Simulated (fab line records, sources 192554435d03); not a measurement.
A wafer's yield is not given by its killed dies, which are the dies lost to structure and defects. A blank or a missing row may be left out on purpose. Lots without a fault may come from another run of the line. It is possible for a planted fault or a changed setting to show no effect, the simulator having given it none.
fab line records ; flow n5-finfet
[record] lots = 5; wafers = 15; last-day = 17
route steps=1938 shown MIM_BOT_ETCH@1867 PASS1_CAP@1873 TV_LITHO@1875 PASSIVATION@1936
lots that met no fault: from a run of the same line without faults
start-h: hours from the record's opening day to when the first of the lot's shown wafers began ; wait-h: hours from the lot's prior step to this one ; " the same as in the row above ; L1.1+2: a single row standing in for several wafers ; - no value, or no start was given ; * or withheld: withheld ; < > ~ a bound
route shown NAME@n: names a module that has steps shown in the file, with the first one's number in the route ; usual: the fault-free wafers' mean and standard deviation ; same: alike in all rows ; chamber/n: place in a boat ; sites: readings site by site ; _std_site: their standard deviation ; _edge_site: outer sites' mean less inner sites' ; radius-mm: how far each site lies from the wafer's centre ; mask NAME#n: copy n ; behind: tool/chamber where the wafer was last shaped ; hold: cause of the lot's hold/its duration in hours/its outcome ; device: the transistor (n, p or np) that didn't switch ; end of line: the tests these same wafers got at the end of their route ; where a step has no rows: the recipe by itself ; killed: not the wafer's yield, but the dies lost to structure and defects at the first sort ; map: dies across one wafer; x = killed, . = not, _ = none there
set.NAME: setting as actually run; set.NAME@STEP: the setting as run at that earlier step ; model.NAME: the simulator's own value behind a step, which no gauge read
a table for each step, a row for each wafer; lots at some steps of the route
services: from which hour (start-h, from the record's first day; less than 0 if before it) a tool's chamber was out of use, for how many hours, and why
[[steps]]
[step N5_MIM_BOT_ETCH_ETCH_03]
[recipe] chemistry = Cl2/BCl3; target-depth-a = 120; pressure-mtorr = 8; icp-w = 800; bias-w = 100; Cl2_flow_sccm = 20; bcl3-flow-sccm = 80
[usual] chamber-pressure-mTorr = 8.000/0.0073; drypump-motor-current-A = 5.99/0.24; oes-product-au = 0.79/0.11; throttle-valve-pct = 27.68/0.12
lot.wafer;tool;chamber;start-h;wait-h;chamber-pressure-mTorr;drypump-motor-current-A;oes-product-au;rf-hours-counter-h;throttle-valve-pct
L961.2;rie-metal-03;0;255.19;0.1;7.993;5.77;0.99;1;27.78
L961.4;rie-metal-03;0;255.19;0.1;8.008;5.77;0.99;-;27.76
L961.5;rie-metal-03;0;255.19;0.1;7.999;5.78;0.99;-;27.78
L965.2;rie-metal-02;0;285.82;0.1;7.992;6.08;0.96;3;27.86
L965.4;rie-metal-02;0;285.82;0.1;8.002;6.07;0.94;-;27.85
L965.6;rie-metal-02;0;285.82;0.1;7.991;6.06;0.95;-;27.86
L970.3;rie-metal-03;1;323.25;0.1;7.999;6.12;0.80;-;27.52
L970.5;rie-metal-03;1;323.25;0.1;8.001;6.12;0.81;-;27.53
L970.6;rie-metal-03;0;323.25;0.1;8.003;5.79;0.93;-;27.76
L979.2;rie-metal-02;1;358.68;0.1;8.008;5.82;0.69;73;27.67
L979.3;rie-metal-02;0;358.68;0.1;7.995;6.08;0.89;-;27.88
L979.5;rie-metal-02;0;358.68;0.1;7.992;6.08;0.90;-;27.85
L982.3;rie-metal-02;1;396.52;0.1;8.010;5.85;0.69;-;27.67
L982.5;rie-metal-02;1;396.52;0.1;8.002;5.83;0.69;-;27.66
L982.6;rie-metal-02;0;396.52;0.1;8.009;6.10;0.89;-;27.87
[step N5_MIM_BOT_ETCH_ETCH_00]
[recipe] chemistry = Cl2/BCl3; target = TiN; target-depth-a = 455; ion-energy-ev = 150; pressure-mtorr = 10; icp-w = 1000; bias-w = 126; Cl2_flow_sccm = 53.25; bcl3-flow-sccm = 21.75; Ar_flow_sccm = 25
[usual] chamber-pressure-mTorr = 10.000/0.0098; drypump-motor-current-A = 5.99/0.24; oes-product-au = 0.79/0.11; throttle-valve-pct = 22.03/0.13
lot.wafer;tool;chamber;start-h;wait-h;chamber-pressure-mTorr;drypump-motor-current-A;oes-product-au;rf-hours-counter-h;throttle-valve-pct
L961.2;rie-metal-03;0;255.28;0.1;10.010;5.78;0.98;1;22.14
L961.4;rie-metal-03;0;255.28;0.1;9.997;5.78;0.98;-;22.14
L961.5;rie-metal-03;0;255.28;0.1;9.997;5.79;0.97;-;22.15
L965.2;rie-metal-02;0;285.91;0.1;9.999;6.10;0.95;4;22.16
L965.4;rie-metal-02;0;285.91;0.1;10.018;6.13;0.94;-;22.14
L965.6;rie-metal-02;0;285.91;0.1;10.016;6.12;0.95;-;22.14
L970.3;rie-metal-03;1;323.35;0.1;9.990;6.13;0.81;-;21.82
L970.5;rie-metal-03;1;323.35;0.1;10.012;6.17;0.80;-;21.81
L970.6;rie-metal-03;0;323.35;0.1;10.001;5.79;0.94;-;22.17
L979.2;rie-metal-02;1;358.80;0.1;10.013;5.82;0.69;73;22.05
L979.3;rie-metal-02;0;358.80;0.1;9.992;6.10;0.89;-;22.17
L979.5;rie-metal-02;0;358.80;0.1;9.984;6.11;0.90;-;22.15
L982.3;rie-metal-02;1;396.62;0.1;10.006;5.82;0.69;-;22.04
L982.5;rie-metal-02;1;396.62;0.1;9.989;5.81;0.70;-;22.07
L982.6;rie-metal-02;0;396.62;0.1;10.012;6.05;0.89;-;22.14
[step N5_MIM_BOT_ETCH_STRIP_01]
[recipe] chemistry = O2; power-w = 600; temp-c = 60; pressure-mtorr = 30; rf-frequency-hz = 6e+07; bias-power-w = 0; overash-fraction = 0.5; o2-flow-sccm = 225
[usual] chamber-pressure-mTorr = 30.00/0.082; drypump-motor-current-A = 5.6/0.54; oes-product-au = 0.82/0.069; rf-vpp-V = 3.6/1.4; showerhead-plenum-p-Torr = 2.10/0.06; throttle-valve-pct = 16.58/0.17
lot.wafer;tool;chamber;start-h;wait-h;chamber-pressure-mTorr;drypump-motor-current-A;oes-product-au;rf-hours-counter-h;rf-vpp-V;showerhead-plenum-p-Torr;throttle-valve-pct
L961.2;rie-diel-02;1;255.43;0.1;30.09;6.7;0.88;43;2.5;2.05;16.53
L961.4;rie-diel-02;2;255.43;0.1;29.99;4.9;0.78;123;4.7;2.10;16.83
L961.5;rie-diel-02;3;255.43;0.1;29.95;5.9;0.86;-;3.8;2.21;16.46
L965.2;rie-diel-02;1;286.05;0.1;30.08;6.7;0.88;53;3.6;2.05;16.57
L965.4;rie-diel-02;3;286.05;0.1;30.08;5.9;0.85;71;3.4;2.21;16.45
L965.6;rie-diel-02;1;286.05;0.1;29.91;6.7;0.88;-;4.8;2.05;16.53
L970.3;rie-diel-04;2;323.45;0.1;29.94;5.2;0.83;95;4.6;2.11;16.40
L970.5;rie-diel-04;3;323.45;0.1;30.06;5.5;0.75;-;1.5;2.09;16.74
L970.6;rie-diel-04;2;323.45;0.1;29.98;5.1;0.85;-;3.8;2.10;16.40
L979.2;rie-diel-02;0;359.11;0.3;30.14;5.0;0.86;53;4.8;2.22;16.57
L979.3;rie-diel-02;2;359.11;0.3;29.96;5.0;0.74;158;2.8;2.09;16.86
L979.5;rie-diel-02;0;359.11;0.3;29.91;5.0;0.84;-;3.9;2.22;16.58
L982.3;rie-diel-02;2;396.72;0.1;30.00;5.0;0.73;171;3.9;2.08;16.93
L982.5;rie-diel-02;1;396.72;0.1;30.02;6.7;0.85;-;6.2;2.03;16.60
L982.6;rie-diel-02;0;396.72;0.1;29.99;5.0;0.82;-;2.6;2.21;16.58
[step N5_MIM_BOT_ETCH_STRIP_02]
[recipe] chemistry = post-etch-residue-remover; time-s = 1200; temp-c = 72.5
[step N5_MIM_BOT_ETCH_CLEAN_05]
[recipe] chemistry = IPA; time-s = 180; temp-c = 25
[step N5_MIM_BOT_ETCH_SRD_06]
[recipe] dry = ipa-marangoni; time-s = 30; temp-c = 23; rinse-liquid = diw
[step N5_PASSIVATION_PECVD_55]
[recipe] material = SiO2; target-thk-a = 4000; temp-c = 400; precursor = SiH4/N2O; pressure-torr = 2.7; rf-w = 608; time-s = 22.5
[usual] heater-power-w = 729/95; showerhead-plenum-p-Torr = 8.16/0.085; throttle-valve-pct = 50.8/2
lot.wafer;tool;chamber;start-h;wait-h;heater-power-w;showerhead-plenum-p-Torr;throttle-valve-pct
L961.2;pecvd-01;1;255.93;0.0;806;8.10;51.2
L961.4;pecvd-01;1;255.93;0.0;796;8.12;51.7
L961.5;pecvd-01;2;255.93;0.0;729;8.15;47.6
L965.2;pecvd-01;2;286.55;0.0;764;8.16;47.8
L965.4;pecvd-01;1;286.55;0.0;734;8.10;51.6
L965.6;pecvd-01;2;286.55;0.0;768;8.16;47.8
L970.3;pecvd-04;0;323.95;0.0;931;8.23;51.9
L970.5;pecvd-04;2;323.95;0.0;826;8.18;46.5
L970.6;pecvd-04;1;323.95;0.0;643;8.07;52.6
L979.2;pecvd-04;0;359.62;0.0;964;8.25;51.8
L979.3;pecvd-04;1;359.62;0.0;648;8.07;52.6
L979.5;pecvd-04;1;359.62;0.0;650;8.09;52.9
L982.3;pecvd-03;2;397.22;0.0;785;8.33;50.8
L982.5;pecvd-03;2;397.22;0.0;615;8.36;50.8
L982.6;pecvd-03;0;397.22;0.0;650;8.04;54.0
[step N5_PASSIVATION_PECVD_01]
[recipe] material = SiNx; target-thk-a = 2000; temp-c = 400; precursor = SiH4/NH3/N2; pressure-torr = 4.9; rf-w = 1406; time-s = 43.2
[usual] heater-power-w = 457/93; showerhead-plenum-p-Torr = 8.67/0.059; throttle-valve-pct = 28.8/1.1
lot.wafer;tool;chamber;start-h;wait-h;heater-power-w;showerhead-plenum-p-Torr;throttle-valve-pct
L961.2;pecvd-01;1;255.97;0.0;462;8.66;29.2
L961.4;pecvd-01;1;255.97;0.0;480;8.61;29.1
L961.5;pecvd-01;2;255.97;0.0;491;8.66;27.0
L965.2;pecvd-01;2;286.59;0.0;501;8.65;27.3
L965.4;pecvd-01;1;286.59;0.0;487;8.63;29.0
L965.6;pecvd-01;2;286.59;0.0;502;8.65;27.0
L970.3;pecvd-04;0;323.99;0.0;518;8.74;29.2
L970.5;pecvd-04;2;323.99;0.0;546;8.69;26.5
L970.6;pecvd-04;1;323.99;0.0;405;8.62;29.5
L979.2;pecvd-04;0;359.65;0.0;654;8.71;29.4
L979.3;pecvd-04;1;359.65;0.0;402;8.60;29.8
L979.5;pecvd-04;1;359.65;0.0;404;8.59;29.4
L982.3;pecvd-03;2;397.26;0.0;489;8.80;29.0
L982.5;pecvd-03;2;397.26;0.0;475;8.80;28.8
L982.6;pecvd-03;0;397.26;0.0;327;8.60;30.5
[step N5_PASSIVATION_HMDS_03]
[recipe] time-s = 60; temp-c = 120
[step N5_PASSIVATION_COAT_04]
[recipe] spin-rpm = *; resist-thk-nm = *
[step N5_PASSIVATION_EBR_06]
[recipe] solvent = PGMEA; ebr-width-mm = 1.5
[step N5_PASSIVATION_SOFTBAKE_05]
[recipe] temp-c = 100; time-s = 90
[step N5_PASSIVATION_EXPOSE_07]
[recipe] mask-id = TV; na = 0.55; source-shape = conventional; sigma-outer = 0.8; polarization = unpolarized; defocus-nm = 0; target-cd-nm = 3000; dose-mj = 22.75
[usual] exposure-dose-mJ-cm2 = 22.754/0.021
lot.wafer;tool;chamber;start-h;wait-h;mask;exposure-dose-mJ-cm2
L961.2;krf-scanner-02;0;256.37;-;TV#0;22.777
L961.4;krf-scanner-02;0;256.37;-;TV#0;22.722
L961.5;krf-scanner-02;0;256.37;-;TV#0;22.707
L965.2;krf-scanner-02;0;286.89;-;TV#0;22.775
L965.4;krf-scanner-02;0;286.89;-;TV#0;22.763
L965.6;krf-scanner-02;0;286.89;-;TV#0;22.775
L970.3;krf-scanner-01;0;324.62;-;TV#0;22.793
L970.5;krf-scanner-01;0;324.62;-;TV#0;22.794
L970.6;krf-scanner-01;0;324.62;-;TV#0;22.764
L979.2;krf-scanner-02;0;361.84;-;TV#0;22.733
L979.3;krf-scanner-02;0;361.84;-;TV#0;22.762
L979.5;krf-scanner-02;0;361.84;-;TV#0;22.760
L982.3;krf-scanner-01;0;397.58;-;TV#0;22.760
L982.5;krf-scanner-01;0;397.58;-;TV#0;22.728
L982.6;krf-scanner-01;0;397.58;-;TV#0;22.747
[step N5_PASSIVATION_PEB_08]
[recipe] peb-temp-c = withheld; peb-time-s = *
[step N5_PASSIVATION_DEVELOP_09]
[recipe] develop-time-s = 60; rinse-liquid = diw; dry = air-spin; dev-temp-c = 21
[step N5_PASSIVATION_HARDBAKE_11]
[recipe] temp-c = 130; time-s = 120
[step N5_PASSIVATION_CD_MEAS_10]
[recipe] target-cd-nm = 3000; landing-energy-ev = 500; detector = se-inlens
[usual] cd-nm = 2999.9/1.7
lot.wafer;tool;chamber;start-h;wait-h;cd-nm
L961.2;cd-sem-03;0;256.54;-;3001.3
L961.4;cd-sem-03;0;256.54;-;3001.4
L961.5;cd-sem-03;0;256.54;-;2999.7
L965.2;cd-sem-03;0;287.06;-;3000.0
L965.4;cd-sem-03;0;287.06;-;3001.8
L965.6;cd-sem-03;0;287.06;-;3002.1
L970.3;cd-sem-01;0;324.79;-;3001.6
L970.5;cd-sem-01;0;324.79;-;3000.5
L970.6;cd-sem-01;0;324.79;-;2999.7
L979.2;cd-sem-02;0;362.02;-;3006.7
L979.3;cd-sem-02;0;362.02;-;2999.9
L979.5;cd-sem-02;0;362.02;-;3000.7
L982.3;cd-sem-01;0;397.75;-;3002.4
L982.5;cd-sem-01;0;397.75;-;3002.3
L982.6;cd-sem-01;0;397.75;-;3001.4
[step N5_PASSIVATION_OVL_MEAS_60]
[recipe] points-per-wafer = 44
[usual] TV_OVL = 5/5.2
lot.wafer;tool;chamber;start-h;wait-h;TV_OVL[nm]
L961.2;overlay-02;0;256.57;0.0;10
L961.4;overlay-02;0;256.57;0.0;4
L961.5;overlay-02;0;256.57;0.0;5
L965.2;overlay-01;0;287.09;0.0;-2
L965.4;overlay-01;0;287.09;0.0;3
L965.6;overlay-01;0;287.09;0.0;0
L970.3;overlay-01;0;324.82;0.0;-1
L970.5;overlay-01;0;324.82;0.0;9
L970.6;overlay-01;0;324.82;0.0;6
L979.2;overlay-01;0;362.05;0.0;7
L979.3;overlay-01;0;362.05;0.0;8
L979.5;overlay-01;0;362.05;0.0;7
L982.3;overlay-02;0;397.77;0.0;5
L982.5;overlay-02;0;397.77;0.0;2
L982.6;overlay-02;0;397.77;0.0;2
[step N5_PASSIVATION_PROBE_49]
[usual] defect-limited-yield = 91.3/1.3; killed_at_M0_to_M3 = 33/8.9; killed_at_M4_up = 15/5.4; killed-at-contacts = 13/5.8; killed-at-front-end = 39/9.9; killed-at-other = 3.2/2.9; killed-dies = 102/15; killed-on-rim = 13/3.7; killed-open = 68/12; killed-short = 34/7.6; sort_bin_5_function = 5.1/0.89; sort_bin_6_memory = 3.2/0.63; sort-n-pass = 1078/15; sort-yield-pct = 91.3/1.3
[same] gross-dies = 1180; killed-at-back-side = 0; sort_bin_4_leakage[%] = 0; sort_bin_8_speed[%] = 0
lot.wafer;tool;chamber;start-h;wait-h;defect-limited-yield[%];killed_at_M0_to_M3;killed_at_M4_up;killed-at-contacts;killed-at-front-end;killed-at-other;killed-dies;killed-on-rim;killed-open;killed-short;sort_bin_5_function[%];sort_bin_6_memory[%];sort-n-pass;sort-yield-pct[%]
L961.2;prober-01;-;263.06;0.1;90.7;48;19;12;25;6;110;15;84;26;5.4;3.8;1070;90.7
L961.4;prober-01;-;263.16;0.2;93.1;34;16;4;24;3;81;13;55;26;4.5;2.1;1099;93.1
L961.5;prober-01;-;263.21;0.2;92.5;29;12;12;34;2;89;7;60;29;4.5;2.7;1091;92.5
L965.2;prober-02;-;294.43;0.1;92.6;33;10;13;29;2;87;11;65;22;4.8;2.4;1093;92.6
L965.4;prober-02;-;294.53;0.2;92.5;22;17;4;43;2;88;12;57;31;4.0;2.9;1092;92.5
L965.6;prober-02;-;294.63;0.3;92.1;27;19;4;42;1;93;15;61;32;4.3;3.3;1087;92.1
L970.3;prober-01;-;331.66;0.1;91.3;24;17;9;50;3;103;7;52;50;4.2;4.2;1077;91.3
L970.5;prober-01;-;331.76;0.2;90.3;36;13;14;49;2;114;12;78;36;5.4;3.6;1066;90.3
L970.6;prober-01;-;331.81;0.3;89.2;30;25;14;58;0;127;17;87;40;6.4;4.1;1053;89.2
// killed by level:class
L961.2 BEOL_M0_SAQP:geometric-particle:open=20 BEOL_M4:geometric-particle:open=13 MOL_CONTACT_COAG:geometric-particle:open=10 BEOL_M0_SAQP:geometric-particle:short=9 BEOL_M2:geometric-particle:open=6 FIN_SAQP:geometric-particle:open=5 FIN_SAQP:geometric-particle:short=5 STI_FIN_REVEAL:geometric-particle:open=4
L961.4 BEOL_M0_SAQP:geometric-particle:short=11 BEOL_M4:geometric-particle:open=8 BEOL_M2:geometric-particle:open=8 FIN_SAQP:geometric-particle:open=6 FIN_SAQP:geometric-particle:short=5 STI_FIN_REVEAL:geometric-particle:open=5 BEOL_M0_SAQP:geometric-particle:open=5 MOL_CONTACT_COAG:geometric-particle:open=4
L961.5 FIN_SAQP:geometric-particle:open=11 MOL_CONTACT_COAG:geometric-particle:open=9 BEOL_M0_SAQP:geometric-particle:open=8 BEOL_M3:geometric-particle:open=6 STI_FIN_REVEAL:geometric-particle:open=6 BEOL_M4:geometric-particle:open=6 BEOL_M0_SAQP:geometric-particle:short=6 FIN_SAQP:geometric-particle:short=5
L965.2 MOL_CONTACT_COAG:geometric-particle:open=12 BEOL_M0_SAQP:geometric-particle:open=12 BEOL_M0_SAQP:geometric-particle:short=9 STI_FIN_REVEAL:geometric-particle:open=7 BEOL_M3:geometric-particle:open=6 ILD0:geometric-particle:open=5 FIN_SAQP:geometric-particle:open=4 FIN_SAQP:geometric-particle:short=4
L965.4 FIN_SAQP:geometric-particle:short=12 BEOL_M4:geometric-particle:open=7 STI_FIN_REVEAL:geometric-particle:open=6 DUMMY_GATE:geometric-particle:open=6 BEOL_M3:geometric-particle:open=6 FIN_SAQP:geometric-particle:open=5 BEOL_M0_SAQP:geometric-particle:open=5 BEOL_M0_SAQP:geometric-particle:short=5
L965.6 STI_FIN_REVEAL:geometric-particle:open=15 BEOL_M2:geometric-particle:open=9 BEOL_M0_SAQP:geometric-particle:short=7 BEOL_M4:geometric-particle:open=7 STI_FIN_REVEAL:geometric-particle:short=5 BEOL_M3:geometric-particle:open=5 FIN_SAQP:geometric-particle:short=4 ILD0:geometric-particle:short=4
L970.3 GATE_CUT:geometric-particle:short=12 FIN_SAQP:geometric-particle:short=10 FIN_SAQP:geometric-particle:open=7 STI_FIN_REVEAL:geometric-particle:open=6 BEOL_M0_SAQP:geometric-particle:open=6 BEOL_M5:geometric-particle:open=6 MOL_CONTACT_COAG:geometric-particle:short=5 BEOL_M0_SAQP:geometric-particle:short=5
L970.5 STI_FIN_REVEAL:geometric-particle:open=16 MOL_CONTACT_COAG:geometric-particle:open=10 BEOL_M3:geometric-particle:open=9 FIN_SAQP:geometric-particle:open=7 STI_FIN_REVEAL:geometric-particle:short=7 FIN_SAQP:geometric-particle:short=6 BEOL_M4:geometric-particle:open=6 BEOL_M0_SAQP:geometric-particle:short=5
L970.6 STI_FIN_REVEAL:geometric-particle:open=14 BEOL_M4:geometric-particle:open=13 FIN_SAQP:geometric-particle:short=11 MOL_CONTACT_COAG:geometric-particle:open=10 DUMMY_GATE:geometric-particle:open=8 BEOL_M3:geometric-particle:open=5 BEOL_M1:geometric-particle:short=5 GATE_CUT:geometric-particle:short=5
[[services]]
tool;chamber;start-h;hours;kind
krf-scanner-01;-;245.97;1.0;pm
krf-scanner-01;-;249.31;7.3;repair
krf-scanner-02;-;251.98;1.6;repair
krf-scanner-02;-;265.09;0.8;pm
pecvd-01;1;274.01;5.5;scheduled-down
krf-scanner-02;0;275.56;-;calibration
krf-scanner-02;-;282.30;1.0;pm
rie-diel-04;1;283.96;9.8;repair
krf-scanner-02;-;284.87;1.6;repair
rie-metal-02;-;290.93;2.8;pm
rie-diel-04;2;306.92;9.3;repair
krf-scanner-02;-;307.12;1.3;pm
krf-scanner-02;-;312.47;4.4;pm
pecvd-01;-;330.40;2.8;pm
pecvd-03;-;331.52;6.0;pm
krf-scanner-02;-;342.93;0.8;pm
rie-diel-02;0;360.62;1.7;repair
krf-scanner-01;-;366.07;0.8;pm
rie-diel-04;-;370.58;2.8;pm
pecvd-01;-;374.46;1.6;repair
rie-diel-02;3;381.32;10.0;repair
krf-scanner-02;-;382.01;4.0;pm
rie-diel-04;3;392.98;7.8;repair
pecvd-04;-;395.56;0.6;repair
[[key]]
[first-sign] step = N5_PASSIVATION_CD_MEAS_10; reading = cd-nm; direction = up; sigmas = 3.9; usual = 2999.9; struck = 3006.7
effect none on later readings
met-at N5_PASSIVATION_EXPOSE_07
struck-wafers L979.2
onset-between 286.89 361.84
[fault] kind = process-parameter-drift; tool = krf-scanner-02; chamber = -; onset-h = 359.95; steps = N5_PASSIVATION_EXPOSE_07; channel = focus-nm; offset = 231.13; shape = step; end-h = 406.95; scope = struck-wafers-only
